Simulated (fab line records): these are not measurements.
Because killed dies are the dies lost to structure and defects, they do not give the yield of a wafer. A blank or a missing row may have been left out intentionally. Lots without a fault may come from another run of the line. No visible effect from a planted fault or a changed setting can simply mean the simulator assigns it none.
fab line records || flow n5_finfet || part 2 of 2: steps 18 to 27 of 27
record {"lots": 5, "wafers": 15, "last_day": 19}
route steps=1938 shown BEOL_M4@1053
lots with no fault: from the same line, run without faults
start_h: start of the lot's first displayed wafer, in hours after the record's first day || wait_h: hours since the lot's step before || " same as the row above || L1.1+2: one row covering several wafers at once || - no value, or no start was given || * or withheld: withheld || < > ~ a bound
route shown NAME@n: NAME is a module with steps in the file, n the number in the route of the first one || usual: mean/standard deviation of fault-free wafers || same: alike in all rows || chamber/n: place in a boat || sites: readings site by site || _std_site: standard deviation of those values || _edge_site: outer sites' mean less inner sites' || radius_mm: how far each site lies from the wafer's centre || mask NAME#n: copy n || behind: the most recent tool/chamber to have shaped the wafer || hold: why the lot went on hold/how many hours it stayed there/how the hold came to an end || device: the transistor (n, p or np) that didn't switch || end of line: tests run on the same wafers once the route is complete || for a step that has no rows: nothing shown but its recipe || killed: the dies lost at the first sort to structure and to defects; this is not the yield of the wafer || map: a wafer's dies, x killed, . not, _ none there
set.NAME: the setting the step ran with; set.NAME@STEP: the setting that earlier step ran with || model.NAME: the simulator's own value behind a step, which no gauge read
lots at selected steps of the route; one table per step, one row per wafer
services: when a tool's chamber went out of use (start_h, in hours from the record's first day, below 0 if earlier), for how many hours, and the reason
## steps
# step N5_BEOL_M4_TRENCH_ETCH_37
# recipe {"chemistry": "C4F6/O2", "target_depth_a": 555.55, "target": "SiOC", "time_s": 29.2, "ion_energy_ev": 250, "pressure_mtorr": 30, "source_w": 355, "bias_w": 185, "Ar_flow_sccm": 300, "C4F6_flow_sccm": 10, "O2_flow_sccm": 10}
# usual {"drypump_motor_current_A": "5.5/0.41", "oes_product_au": "0.83/0.072", "rf_vpp_V": "662/10", "showerhead_plenum_p_Torr": "2.87/0.1", "throttle_valve_pct": "20.80/0.18"}
{"lot.wafer": "L078.2", "tool": "rie_diel-01", "chamber": 2, "start_h": "-", "wait_h": "-", "drypump_motor_current_A": 6.0, "oes_product_au": 0.69, "rf_hours_counter_h": 244, "rf_vpp_V": 641, "showerhead_plenum_p_Torr": 2.70, "throttle_valve_pct": 21.02}
{"lot.wafer": "L078.4", "tool": "rie_diel-01", "chamber": 0, "start_h": "-", "wait_h": "-", "drypump_motor_current_A": 5.4, "oes_product_au": 0.90, "rf_hours_counter_h": "-", "rf_vpp_V": 675, "showerhead_plenum_p_Torr": 2.80, "throttle_valve_pct": 20.81}
{"lot.wafer": "L078.6", "tool": "rie_diel-01", "chamber": 2, "start_h": "-", "wait_h": "-", "drypump_motor_current_A": 5.9, "oes_product_au": 0.69, "rf_hours_counter_h": "-", "rf_vpp_V": 641, "showerhead_plenum_p_Torr": 2.70, "throttle_valve_pct": 21.03}
{"lot.wafer": "L083.2", "tool": "rie_diel-01", "chamber": 0, "start_h": "-", "wait_h": "-", "drypump_motor_current_A": 5.5, "oes_product_au": 0.86, "rf_hours_counter_h": 38, "rf_vpp_V": 673, "showerhead_plenum_p_Torr": 2.80, "throttle_valve_pct": 20.84}
{"lot.wafer": "L083.3", "tool": "rie_diel-01", "chamber": 3, "start_h": "-", "wait_h": "-", "drypump_motor_current_A": 4.9, "oes_product_au": 0.87, "rf_hours_counter_h": 52, "rf_vpp_V": 659, "showerhead_plenum_p_Torr": 2.89, "throttle_valve_pct": 20.64}
{"lot.wafer": "L083.6", "tool": "rie_diel-01", "chamber": 3, "start_h": "-", "wait_h": "-", "drypump_motor_current_A": 4.9, "oes_product_au": 0.87, "rf_hours_counter_h": "-", "rf_vpp_V": 659, "showerhead_plenum_p_Torr": 2.89, "throttle_valve_pct": 20.65}
{"lot.wafer": "L085.2", "tool": "rie_diel-04", "chamber": 1, "start_h": "-", "wait_h": "-", "drypump_motor_current_A": 6.5, "oes_product_au": 0.83, "rf_hours_counter_h": 79, "rf_vpp_V": 674, "showerhead_plenum_p_Torr": 2.78, "throttle_valve_pct": 21.20}
{"lot.wafer": "L085.3", "tool": "rie_diel-04", "chamber": 2, "start_h": "-", "wait_h": "-", "drypump_motor_current_A": 5.4, "oes_product_au": 0.78, "rf_hours_counter_h": 121, "rf_vpp_V": 662, "showerhead_plenum_p_Torr": 2.86, "throttle_valve_pct": 20.61}
{"lot.wafer": "L085.6", "tool": "rie_diel-04", "chamber": 1, "start_h": "-", "wait_h": "-", "drypump_motor_current_A": 6.5, "oes_product_au": 0.83, "rf_hours_counter_h": "-", "rf_vpp_V": 672, "showerhead_plenum_p_Torr": 2.78, "throttle_valve_pct": 21.21}
{"lot.wafer": "L088.1", "tool": "rie_diel-01", "chamber": 3, "start_h": "-", "wait_h": "-", "drypump_motor_current_A": 4.9, "oes_product_au": 0.85, "rf_hours_counter_h": 66, "rf_vpp_V": 659, "showerhead_plenum_p_Torr": 2.88, "throttle_valve_pct": 20.66}
{"lot.wafer": "L088.4", "tool": "rie_diel-01", "chamber": 0, "start_h": "-", "wait_h": "-", "drypump_motor_current_A": 5.5, "oes_product_au": 0.84, "rf_hours_counter_h": 49, "rf_vpp_V": 673, "showerhead_plenum_p_Torr": 2.79, "throttle_valve_pct": 20.86}
{"lot.wafer": "L088.6", "tool": "rie_diel-01", "chamber": 2, "start_h": "-", "wait_h": "-", "drypump_motor_current_A": 6.0, "oes_product_au": 0.93, "rf_hours_counter_h": "-", "rf_vpp_V": 652, "showerhead_plenum_p_Torr": 3.02, "throttle_valve_pct": 20.81}
{"lot.wafer": "L097.2", "tool": "rie_diel-01", "chamber": 2, "start_h": "-", "wait_h": "-", "drypump_motor_current_A": 6.0, "oes_product_au": 0.88, "rf_hours_counter_h": 39, "rf_vpp_V": 652, "showerhead_plenum_p_Torr": 3.01, "throttle_valve_pct": 20.86}
{"lot.wafer": "L097.4", "tool": "rie_diel-01", "chamber": 0, "start_h": "-", "wait_h": "-", "drypump_motor_current_A": 5.5, "oes_product_au": 0.81, "rf_hours_counter_h": 72, "rf_vpp_V": 673, "showerhead_plenum_p_Torr": 2.78, "throttle_valve_pct": 20.89}
{"lot.wafer": "L097.6", "tool": "rie_diel-01", "chamber": 3, "start_h": "-", "wait_h": "-", "drypump_motor_current_A": 4.9, "oes_product_au": 0.82, "rf_hours_counter_h": "-", "rf_vpp_V": 658, "showerhead_plenum_p_Torr": 2.87, "throttle_valve_pct": 20.71}
# step N5_BEOL_M4_ETCH_41
# recipe {"chemistry": "CH3F/O2", "target": "SiCN", "target_depth_a": 299, "taper_deg": 2, "time_s": 52.5, "ion_energy_ev": 120, "mask_material": "TiN", "pressure_mtorr": 30, "source_w": 395, "bias_w": 75, "Ar_flow_sccm": 150, "CH3F_flow_sccm": 30, "O2_flow_sccm": 20}
# usual {"drypump_motor_current_A": "5.5/0.41", "oes_product_au": "0.84/0.073", "rf_vpp_V": "297.6/1.9", "showerhead_plenum_p_Torr": "2.02/0.075", "throttle_valve_pct": "16.24/0.18"}
{"lot.wafer": "L078.2", "tool": "rie_diel-01", "chamber": 2, "start_h": "-", "wait_h": "-", "drypump_motor_current_A": 6.0, "oes_product_au": 0.68, "rf_hours_counter_h": 244, "rf_vpp_V": 294.7, "showerhead_plenum_p_Torr": 1.89, "throttle_valve_pct": 16.54}
{"lot.wafer": "L078.4", "tool": "rie_diel-01", "chamber": 0, "start_h": "-", "wait_h": "-", "drypump_motor_current_A": 5.5, "oes_product_au": 0.90, "rf_hours_counter_h": "-", "rf_vpp_V": 298.1, "showerhead_plenum_p_Torr": 1.97, "throttle_valve_pct": 16.21}
{"lot.wafer": "L078.6", "tool": "rie_diel-01", "chamber": 2, "start_h": "-", "wait_h": "-", "drypump_motor_current_A": 6.0, "oes_product_au": 0.69, "rf_hours_counter_h": "-", "rf_vpp_V": 294.0, "showerhead_plenum_p_Torr": 1.89, "throttle_valve_pct": 16.56}
{"lot.wafer": "L083.2", "tool": "rie_diel-01", "chamber": 0, "start_h": "-", "wait_h": "-", "drypump_motor_current_A": 5.5, "oes_product_au": 0.86, "rf_hours_counter_h": 38, "rf_vpp_V": 296.2, "showerhead_plenum_p_Torr": 1.96, "throttle_valve_pct": 16.24}
{"lot.wafer": "L083.3", "tool": "rie_diel-01", "chamber": 3, "start_h": "-", "wait_h": "-", "drypump_motor_current_A": 5.0, "oes_product_au": 0.87, "rf_hours_counter_h": 52, "rf_vpp_V": 298.3, "showerhead_plenum_p_Torr": 2.03, "throttle_valve_pct": 16.09}
{"lot.wafer": "L083.6", "tool": "rie_diel-01", "chamber": 3, "start_h": "-", "wait_h": "-", "drypump_motor_current_A": 4.9, "oes_product_au": 0.87, "rf_hours_counter_h": "-", "rf_vpp_V": 298.2, "showerhead_plenum_p_Torr": 2.03, "throttle_valve_pct": 16.09}
{"lot.wafer": "L085.2", "tool": "rie_diel-04", "chamber": 1, "start_h": "-", "wait_h": "-", "drypump_motor_current_A": 6.5, "oes_product_au": 0.84, "rf_hours_counter_h": 79, "rf_vpp_V": 295.2, "showerhead_plenum_p_Torr": 1.95, "throttle_valve_pct": 16.60}
{"lot.wafer": "L085.3", "tool": "rie_diel-04", "chamber": 2, "start_h": "-", "wait_h": "-", "drypump_motor_current_A": 5.4, "oes_product_au": 0.78, "rf_hours_counter_h": 121, "rf_vpp_V": 297.4, "showerhead_plenum_p_Torr": 2.01, "throttle_valve_pct": 16.09}
{"lot.wafer": "L085.6", "tool": "rie_diel-04", "chamber": 1, "start_h": "-", "wait_h": "-", "drypump_motor_current_A": 6.5, "oes_product_au": 0.84, "rf_hours_counter_h": "-", "rf_vpp_V": 295.6, "showerhead_plenum_p_Torr": 1.95, "throttle_valve_pct": 16.58}
{"lot.wafer": "L088.1", "tool": "rie_diel-01", "chamber": 3, "start_h": "-", "wait_h": "-", "drypump_motor_current_A": 4.9, "oes_product_au": 0.86, "rf_hours_counter_h": 66, "rf_vpp_V": 297.6, "showerhead_plenum_p_Torr": 2.02, "throttle_valve_pct": 16.12}
{"lot.wafer": "L088.4", "tool": "rie_diel-01", "chamber": 0, "start_h": "-", "wait_h": "-", "drypump_motor_current_A": 5.5, "oes_product_au": 0.84, "rf_hours_counter_h": 49, "rf_vpp_V": 295.3, "showerhead_plenum_p_Torr": 1.96, "throttle_valve_pct": 16.25}
{"lot.wafer": "L088.6", "tool": "rie_diel-01", "chamber": 2, "start_h": "-", "wait_h": "-", "drypump_motor_current_A": 5.9, "oes_product_au": 0.93, "rf_hours_counter_h": "-", "rf_vpp_V": 299.7, "showerhead_plenum_p_Torr": 2.13, "throttle_valve_pct": 16.21}
{"lot.wafer": "L097.2", "tool": "rie_diel-01", "chamber": 2, "start_h": "-", "wait_h": "-", "drypump_motor_current_A": 6.0, "oes_product_au": 0.88, "rf_hours_counter_h": 39, "rf_vpp_V": 300.4, "showerhead_plenum_p_Torr": 2.13, "throttle_valve_pct": 16.24}
{"lot.wafer": "L097.4", "tool": "rie_diel-01", "chamber": 0, "start_h": "-", "wait_h": "-", "drypump_motor_current_A": 5.4, "oes_product_au": 0.81, "rf_hours_counter_h": 72, "rf_vpp_V": 295.2, "showerhead_plenum_p_Torr": 1.95, "throttle_valve_pct": 16.32}
{"lot.wafer": "L097.6", "tool": "rie_diel-01", "chamber": 3, "start_h": "-", "wait_h": "-", "drypump_motor_current_A": 5.0, "oes_product_au": 0.83, "rf_hours_counter_h": "-", "rf_vpp_V": 297.4, "showerhead_plenum_p_Torr": 2.02, "throttle_valve_pct": 16.17}
# step N5_BEOL_M4_STRIP_97
# recipe {"chemistry": "N2/H2", "time_s": 10, "power_w": 450, "temp_c": 40, "pressure_mtorr": 20, "rf_frequency_hz": 6e+07, "bias_power_w": 7, "n2_flow_sccm": 200, "h2_flow_sccm": 200}
# usual {"drypump_motor_current_A": "5.5/0.41", "oes_product_au": "0.84/0.072", "rf_vpp_V": "59.1/0.92", "showerhead_plenum_p_Torr": "2.55/0.098", "throttle_valve_pct": "23.56/0.28"}
{"lot.wafer": "L078.2", "tool": "rie_diel-01", "chamber": 2, "start_h": "-", "wait_h": "-", "drypump_motor_current_A": 6.0, "oes_product_au": 0.68, "rf_hours_counter_h": 244, "rf_vpp_V": 60.8, "showerhead_plenum_p_Torr": 2.39, "throttle_valve_pct": 23.79}
{"lot.wafer": "L078.4", "tool": "rie_diel-01", "chamber": 0, "start_h": "-", "wait_h": "-", "drypump_motor_current_A": 5.4, "oes_product_au": 0.91, "rf_hours_counter_h": "-", "rf_vpp_V": 58.7, "showerhead_plenum_p_Torr": 2.48, "throttle_valve_pct": 23.59}
{"lot.wafer": "L078.6", "tool": "rie_diel-01", "chamber": 2, "start_h": "-", "wait_h": "-", "drypump_motor_current_A": 5.9, "oes_product_au": 0.68, "rf_hours_counter_h": "-", "rf_vpp_V": 58.3, "showerhead_plenum_p_Torr": 2.39, "throttle_valve_pct": 23.77}
{"lot.wafer": "L083.2", "tool": "rie_diel-01", "chamber": 0, "start_h": "-", "wait_h": "-", "drypump_motor_current_A": 5.5, "oes_product_au": 0.87, "rf_hours_counter_h": 38, "rf_vpp_V": 57.2, "showerhead_plenum_p_Torr": 2.47, "throttle_valve_pct": 23.60}
{"lot.wafer": "L083.3", "tool": "rie_diel-01", "chamber": 3, "start_h": "-", "wait_h": "-", "drypump_motor_current_A": 4.9, "oes_product_au": 0.88, "rf_hours_counter_h": 53, "rf_vpp_V": 60.2, "showerhead_plenum_p_Torr": 2.56, "throttle_valve_pct": 23.25}
{"lot.wafer": "L083.6", "tool": "rie_diel-01", "chamber": 3, "start_h": "-", "wait_h": "-", "drypump_motor_current_A": 5.0, "oes_product_au": 0.88, "rf_hours_counter_h": "-", "rf_vpp_V": 59.0, "showerhead_plenum_p_Torr": 2.56, "throttle_valve_pct": 23.25}
{"lot.wafer": "L085.2", "tool": "rie_diel-04", "chamber": 1, "start_h": "-", "wait_h": "-", "drypump_motor_current_A": 6.5, "oes_product_au": 0.83, "rf_hours_counter_h": 79, "rf_vpp_V": 59.1, "showerhead_plenum_p_Torr": 2.46, "throttle_valve_pct": 24.14}
{"lot.wafer": "L085.3", "tool": "rie_diel-04", "chamber": 2, "start_h": "-", "wait_h": "-", "drypump_motor_current_A": 5.5, "oes_product_au": 0.79, "rf_hours_counter_h": 121, "rf_vpp_V": 58.1, "showerhead_plenum_p_Torr": 2.54, "throttle_valve_pct": 23.18}
{"lot.wafer": "L085.6", "tool": "rie_diel-04", "chamber": 1, "start_h": "-", "wait_h": "-", "drypump_motor_current_A": 6.5, "oes_product_au": 0.83, "rf_hours_counter_h": "-", "rf_vpp_V": 59.8, "showerhead_plenum_p_Torr": 2.46, "throttle_valve_pct": 24.13}
{"lot.wafer": "L088.1", "tool": "rie_diel-01", "chamber": 3, "start_h": "-", "wait_h": "-", "drypump_motor_current_A": 5.0, "oes_product_au": 0.87, "rf_hours_counter_h": 66, "rf_vpp_V": 58.8, "showerhead_plenum_p_Torr": 2.56, "throttle_valve_pct": 23.24}
{"lot.wafer": "L088.4", "tool": "rie_diel-01", "chamber": 0, "start_h": "-", "wait_h": "-", "drypump_motor_current_A": 5.5, "oes_product_au": 0.85, "rf_hours_counter_h": 49, "rf_vpp_V": 60.1, "showerhead_plenum_p_Torr": 2.46, "throttle_valve_pct": 23.62}
{"lot.wafer": "L088.6", "tool": "rie_diel-01", "chamber": 2, "start_h": "-", "wait_h": "-", "drypump_motor_current_A": 6.0, "oes_product_au": 0.94, "rf_hours_counter_h": "-", "rf_vpp_V": 58.3, "showerhead_plenum_p_Torr": 2.70, "throttle_valve_pct": 23.82}
{"lot.wafer": "L097.2", "tool": "rie_diel-01", "chamber": 2, "start_h": "-", "wait_h": "-", "drypump_motor_current_A": 6.0, "oes_product_au": 0.89, "rf_hours_counter_h": 39, "rf_vpp_V": 59.1, "showerhead_plenum_p_Torr": 2.69, "throttle_valve_pct": 23.84}
{"lot.wafer": "L097.4", "tool": "rie_diel-01", "chamber": 0, "start_h": "-", "wait_h": "-", "drypump_motor_current_A": 5.5, "oes_product_au": 0.81, "rf_hours_counter_h": 72, "rf_vpp_V": 59.3, "showerhead_plenum_p_Torr": 2.46, "throttle_valve_pct": 23.65}
{"lot.wafer": "L097.6", "tool": "rie_diel-01", "chamber": 3, "start_h": "-", "wait_h": "-", "drypump_motor_current_A": 5.0, "oes_product_au": 0.83, "rf_hours_counter_h": "-", "rf_vpp_V": 59.3, "showerhead_plenum_p_Torr": 2.55, "throttle_valve_pct": 23.28}
# step N5_BEOL_M4_OCD_MEAS_38
# usual {"trench_depth_nm": "55.8/1"}
{"lot.wafer": "L078.2", "tool": "ocd-01", "chamber": "-", "start_h": 187.98, "wait_h": "-", "trench_depth_nm": 55.1}
{"lot.wafer": "L078.4", "tool": "ocd-01", "chamber": "-", "start_h": 187.98, "wait_h": "-", "trench_depth_nm": 56.4}
{"lot.wafer": "L078.6", "tool": "ocd-01", "chamber": "-", "start_h": 187.98, "wait_h": "-", "trench_depth_nm": 55.5}
{"lot.wafer": "L083.2", "tool": "ocd-02", "chamber": "-", "start_h": 246.03, "wait_h": "-", "trench_depth_nm": 56.0}
{"lot.wafer": "L083.3", "tool": "ocd-02", "chamber": "-", "start_h": 246.03, "wait_h": "-", "trench_depth_nm": 56.0}
{"lot.wafer": "L083.6", "tool": "ocd-02", "chamber": "-", "start_h": 246.03, "wait_h": "-", "trench_depth_nm": 55.6}
{"lot.wafer": "L085.2", "tool": "ocd-02", "chamber": "-", "start_h": 270.70, "wait_h": "-", "trench_depth_nm": 57.3}
{"lot.wafer": "L085.3", "tool": "ocd-02", "chamber": "-", "start_h": 270.70, "wait_h": "-", "trench_depth_nm": 54.9}
{"lot.wafer": "L085.6", "tool": "ocd-02", "chamber": "-", "start_h": 270.70, "wait_h": "-", "trench_depth_nm": 56.3}
{"lot.wafer": "L088.1", "tool": "ocd-02", "chamber": "-", "start_h": 278.42, "wait_h": "-", "trench_depth_nm": 56.9}
{"lot.wafer": "L088.4", "tool": "ocd-02", "chamber": "-", "start_h": 278.42, "wait_h": "-", "trench_depth_nm": 55.5}
{"lot.wafer": "L088.6", "tool": "ocd-02", "chamber": "-", "start_h": 278.42, "wait_h": "-", "trench_depth_nm": 56.2}
{"lot.wafer": "L097.2", "tool": "ocd-01", "chamber": "-", "start_h": 341.81, "wait_h": "-", "trench_depth_nm": 56.1}
{"lot.wafer": "L097.4", "tool": "ocd-01", "chamber": "-", "start_h": 341.81, "wait_h": "-", "trench_depth_nm": 55.7}
{"lot.wafer": "L097.6", "tool": "ocd-01", "chamber": "-", "start_h": 341.81, "wait_h": "-", "trench_depth_nm": 55.4}
# step N5_BEOL_M4_HM_STRIP_39
# recipe {"chemistry": "peroxide_tin_strip", "material": "TiN", "target_depth_a": 250, "temp_c": 50, "time_s": 158}
{"lot.wafer": "L078.2+4+6", "tool": "wet_bench-06", "chamber": "3,0,1", "start_h": 188.01, "wait_h": 0.0}
{"lot.wafer": "L083.2+3+6", "tool": "wet_bench-06", "chamber": "3,0,6", "start_h": 246.06, "wait_h": 0.0}
{"lot.wafer": "L085.2+3+6", "tool": "wet_bench-03", "chamber": "6,3,2", "start_h": 270.73, "wait_h": 0.0}
{"lot.wafer": "L088.1+4+6", "tool": "wet_bench-02", "chamber": "3,5,4", "start_h": 278.45, "wait_h": 0.0}
{"lot.wafer": "L097.2+4+6", "tool": "wet_bench-06", "chamber": "6,7,4", "start_h": 341.84, "wait_h": 0.0}
# step N5_BEOL_M4_SRD_40
# recipe {"time_s": 30, "temp_c": 23, "rinse_liquid": "diw", "dry": "ipa_marangoni"}
{"lot.wafer": "L078.2+4+6", "tool": "wet_bench-06", "chamber": "3,0,1", "start_h": 188.06, "wait_h": 0.0}
{"lot.wafer": "L083.2+3+6", "tool": "wet_bench-06", "chamber": "3,0,6", "start_h": 246.11, "wait_h": 0.0}
{"lot.wafer": "L085.2+3+6", "tool": "wet_bench-03", "chamber": "6,3,2", "start_h": 270.79, "wait_h": 0.0}
{"lot.wafer": "L088.1+4+6", "tool": "wet_bench-02", "chamber": "3,5,4", "start_h": 278.50, "wait_h": 0.0}
{"lot.wafer": "L097.2+4+6", "tool": "wet_bench-06", "chamber": "6,7,4", "start_h": 341.93, "wait_h": 0.0}
# step N5_BEOL_M4_PRECLEAN_42
# recipe {"chemistry": "residue_remover", "time_s": 60, "temp_c": 40}
{"lot.wafer": "L078.2+4+6", "tool": "wet_bench-06", "chamber": "3,0,1", "start_h": 188.07, "wait_h": 0.0}
{"lot.wafer": "L083.2+3+6", "tool": "wet_bench-06", "chamber": "3,0,6", "start_h": 246.13, "wait_h": 0.0}
{"lot.wafer": "L085.2+3+6", "tool": "wet_bench-03", "chamber": "6,3,2", "start_h": 270.80, "wait_h": 0.0}
{"lot.wafer": "L088.1+4+6", "tool": "wet_bench-02", "chamber": "3,5,4", "start_h": 278.52, "wait_h": 0.0}
{"lot.wafer": "L097.2+4+6", "tool": "wet_bench-06", "chamber": "6,7,4", "start_h": 341.96, "wait_h": 0.0}
# step N5_BEOL_M4_SRD_43
# recipe {"time_s": 30, "temp_c": 23, "rinse_liquid": "diw", "dry": "ipa_marangoni"}
{"lot.wafer": "L078.2+4+6", "tool": "wet_bench-06", "chamber": "3,0,1", "start_h": 188.09, "wait_h": 0.0}
{"lot.wafer": "L083.2+3+6", "tool": "wet_bench-06", "chamber": "3,0,6", "start_h": 246.14, "wait_h": 0.0}
{"lot.wafer": "L085.2+3+6", "tool": "wet_bench-03", "chamber": "6,3,2", "start_h": 270.82, "wait_h": 0.0}
{"lot.wafer": "L088.1+4+6", "tool": "wet_bench-02", "chamber": "3,5,4", "start_h": 278.53, "wait_h": 0.0}
{"lot.wafer": "L097.2+4+6", "tool": "wet_bench-06", "chamber": "6,7,4", "start_h": 342.00, "wait_h": 0.0}
# step N5_BEOL_M4_CD_MEAS_35
# recipe {"target_cd_nm": 18, "target_cd_y_nm": 22.4, "polarity": "opening"}
# usual {"cd_nm": "18.0/0.33"}
{"lot.wafer": "L078.2", "tool": "cd_sem-02", "chamber": "-", "start_h": 188.14, "wait_h": 0.0, "cd_nm": 18.0}
{"lot.wafer": "L078.4", "tool": "cd_sem-02", "chamber": "-", "start_h": 188.14, "wait_h": 0.0, "cd_nm": 18.1}
{"lot.wafer": "L078.6", "tool": "cd_sem-02", "chamber": "-", "start_h": 188.14, "wait_h": 0.0, "cd_nm": 18.6}
{"lot.wafer": "L083.2", "tool": "cd_sem-02", "chamber": "-", "start_h": 246.19, "wait_h": 0.0, "cd_nm": 18.3}
{"lot.wafer": "L083.3", "tool": "cd_sem-02", "chamber": "-", "start_h": 246.19, "wait_h": 0.0, "cd_nm": 17.2}
{"lot.wafer": "L083.6", "tool": "cd_sem-02", "chamber": "-", "start_h": 246.19, "wait_h": 0.0, "cd_nm": 18.2}
{"lot.wafer": "L085.2", "tool": "cd_sem-01", "chamber": "-", "start_h": 270.86, "wait_h": 0.0, "cd_nm": 17.8}
{"lot.wafer": "L085.3", "tool": "cd_sem-01", "chamber": "-", "start_h": 270.86, "wait_h": 0.0, "cd_nm": 17.4}
{"lot.wafer": "L085.6", "tool": "cd_sem-01", "chamber": "-", "start_h": 270.86, "wait_h": 0.0, "cd_nm": 17.4}
{"lot.wafer": "L088.1", "tool": "cd_sem-01", "chamber": "-", "start_h": 278.57, "wait_h": 0.0, "cd_nm": 18.4}
{"lot.wafer": "L088.4", "tool": "cd_sem-01", "chamber": "-", "start_h": 278.57, "wait_h": 0.0, "cd_nm": 18.5}
{"lot.wafer": "L088.6", "tool": "cd_sem-01", "chamber": "-", "start_h": 278.57, "wait_h": 0.0, "cd_nm": 18.3}
{"lot.wafer": "L097.2", "tool": "cd_sem-02", "chamber": "-", "start_h": 342.05, "wait_h": 0.0, "cd_nm": 18.3}
{"lot.wafer": "L097.4", "tool": "cd_sem-02", "chamber": "-", "start_h": 342.05, "wait_h": 0.0, "cd_nm": 18.5}
{"lot.wafer": "L097.6", "tool": "cd_sem-02", "chamber": "-", "start_h": 342.05, "wait_h": 0.0, "cd_nm": 18.0}
# step N5_BEOL_M4_DEGAS_44
# recipe {"ambient": "vacuum", "temp_c": 250, "time_s": 60}
# usual {"heater_power_w": "327/28", "susceptor_temp_C": "249.99/0.18"}
{"lot.wafer": "L078.2", "tool": "pvd_sputter-03", "chamber": "-", "start_h": 188.61, "wait_h": 0.5, "heater_power_w": 294, "susceptor_temp_C": 249.96}
{"lot.wafer": "L078.4", "tool": "pvd_sputter-03", "chamber": "-", "start_h": 188.61, "wait_h": 0.5, "heater_power_w": 347, "susceptor_temp_C": 249.77}
{"lot.wafer": "L078.6", "tool": "pvd_sputter-03", "chamber": "-", "start_h": 188.61, "wait_h": 0.5, "heater_power_w": 297, "susceptor_temp_C": 250.06}
{"lot.wafer": "L083.2", "tool": "pvd_sputter-02", "chamber": "-", "start_h": 246.23, "wait_h": 0.0, "heater_power_w": 375, "susceptor_temp_C": 249.86}
{"lot.wafer": "L083.3", "tool": "pvd_sputter-02", "chamber": "-", "start_h": 246.23, "wait_h": 0.0, "heater_power_w": 318, "susceptor_temp_C": 250.18}
{"lot.wafer": "L083.6", "tool": "pvd_sputter-02", "chamber": "-", "start_h": 246.23, "wait_h": 0.0, "heater_power_w": 358, "susceptor_temp_C": 250.18}
{"lot.wafer": "L085.2", "tool": "pvd_sputter-01", "chamber": "-", "start_h": 271.00, "wait_h": 0.1, "heater_power_w": 307, "susceptor_temp_C": 249.54}
{"lot.wafer": "L085.3", "tool": "pvd_sputter-01", "chamber": "-", "start_h": 271.00, "wait_h": 0.1, "heater_power_w": 347, "susceptor_temp_C": 249.91}
{"lot.wafer": "L085.6", "tool": "pvd_sputter-01", "chamber": "-", "start_h": 271.00, "wait_h": 0.1, "heater_power_w": 347, "susceptor_temp_C": 250.08}
{"lot.wafer": "L088.1", "tool": "pvd_sputter-03", "chamber": "-", "start_h": 278.85, "wait_h": 0.3, "heater_power_w": 348, "susceptor_temp_C": 249.96}
{"lot.wafer": "L088.4", "tool": "pvd_sputter-03", "chamber": "-", "start_h": 278.85, "wait_h": 0.3, "heater_power_w": 357, "susceptor_temp_C": 250.05}
{"lot.wafer": "L088.6", "tool": "pvd_sputter-03", "chamber": "-", "start_h": 278.85, "wait_h": 0.3, "heater_power_w": 304, "susceptor_temp_C": 250.14}
{"lot.wafer": "L097.2", "tool": "pvd_sputter-03", "chamber": "-", "start_h": 342.36, "wait_h": 0.3, "heater_power_w": 309, "susceptor_temp_C": 250.16}
{"lot.wafer": "L097.4", "tool": "pvd_sputter-03", "chamber": "-", "start_h": 342.36, "wait_h": 0.3, "heater_power_w": 299, "susceptor_temp_C": 249.84}
{"lot.wafer": "L097.6", "tool": "pvd_sputter-03", "chamber": "-", "start_h": 342.36, "wait_h": 0.3, "heater_power_w": 354, "susceptor_temp_C": 249.86}
## services
{"tool": "rie_diel-04", "chamber": 2, "start_h": 165.85, "hours": 1.5, "kind": "repair"}
{"tool": "rie_diel-04", "chamber": 0, "start_h": 170.71, "hours": 17.3, "kind": "repair"}
{"tool": "rie_diel-01", "chamber": 3, "start_h": 183.63, "hours": 4.1, "kind": "repair"}
{"tool": "euv_scanner-02", "chamber": "-", "start_h": 187.52, "hours": 1.0, "kind": "pm"}
{"tool": "euv_scanner-02", "chamber": "-", "start_h": 190.04, "hours": 4.6, "kind": "pm"}
{"tool": "euv_scanner-02", "chamber": "-", "start_h": 196.55, "hours": 0.1, "kind": "repair"}
{"tool": "euv_scanner-01", "chamber": "-", "start_h": 202.77, "hours": 1.0, "kind": "pm"}
{"tool": "euv_scanner-01", "chamber": "-", "start_h": 203.78, "hours": 12.0, "kind": "pm"}
{"tool": "euv_scanner-01", "chamber": "-", "start_h": 219.59, "hours": 4.6, "kind": "pm"}
{"tool": "ald_sin-03", "chamber": 3, "start_h": 222.60, "hours": 5.0, "kind": "repair"}
{"tool": "rie_diel-01", "chamber": "-", "start_h": 238.21, "hours": 2.8, "kind": "pm"}
{"tool": "euv_scanner-02", "chamber": "-", "start_h": 243.67, "hours": 1.0, "kind": "pm"}
{"tool": "rie_diel-01", "chamber": 2, "start_h": 246.55, "hours": 8.5, "kind": "repair"}
{"tool": "euv_scanner-01", "chamber": "-", "start_h": 249.35, "hours": 0.8, "kind": "repair"}
{"tool": "ald_sin-03", "chamber": "-", "start_h": 252.95, "hours": 0.7, "kind": "repair"}
{"tool": "wet_bench-06", "chamber": "-", "start_h": 255.11, "hours": 2.4, "kind": "repair"}
{"tool": "euv_scanner-01", "chamber": "-", "start_h": 258.92, "hours": 1.0, "kind": "pm"}
{"tool": "ald_sin-03", "chamber": 0, "start_h": 285.69, "hours": 16.2, "kind": "repair"}
{"tool": "rie_diel-01", "chamber": 1, "start_h": 287.24, "hours": 4.2, "kind": "repair"}
{"tool": "ald_sin-03", "chamber": 1, "start_h": 302.39, "hours": 3.8, "kind": "repair"}
{"tool": "rie_diel-03", "chamber": 3, "start_h": 307.29, "hours": 5.7, "kind": "repair"}
{"tool": "euv_scanner-01", "chamber": "-", "start_h": 315.07, "hours": 1.0, "kind": "pm"}
{"tool": "euv_scanner-01", "chamber": "-", "start_h": 317.00, "hours": 9.2, "kind": "repair"}
{"tool": "rie_diel-04", "chamber": 2, "start_h": 323.48, "hours": 19.8, "kind": "repair"}
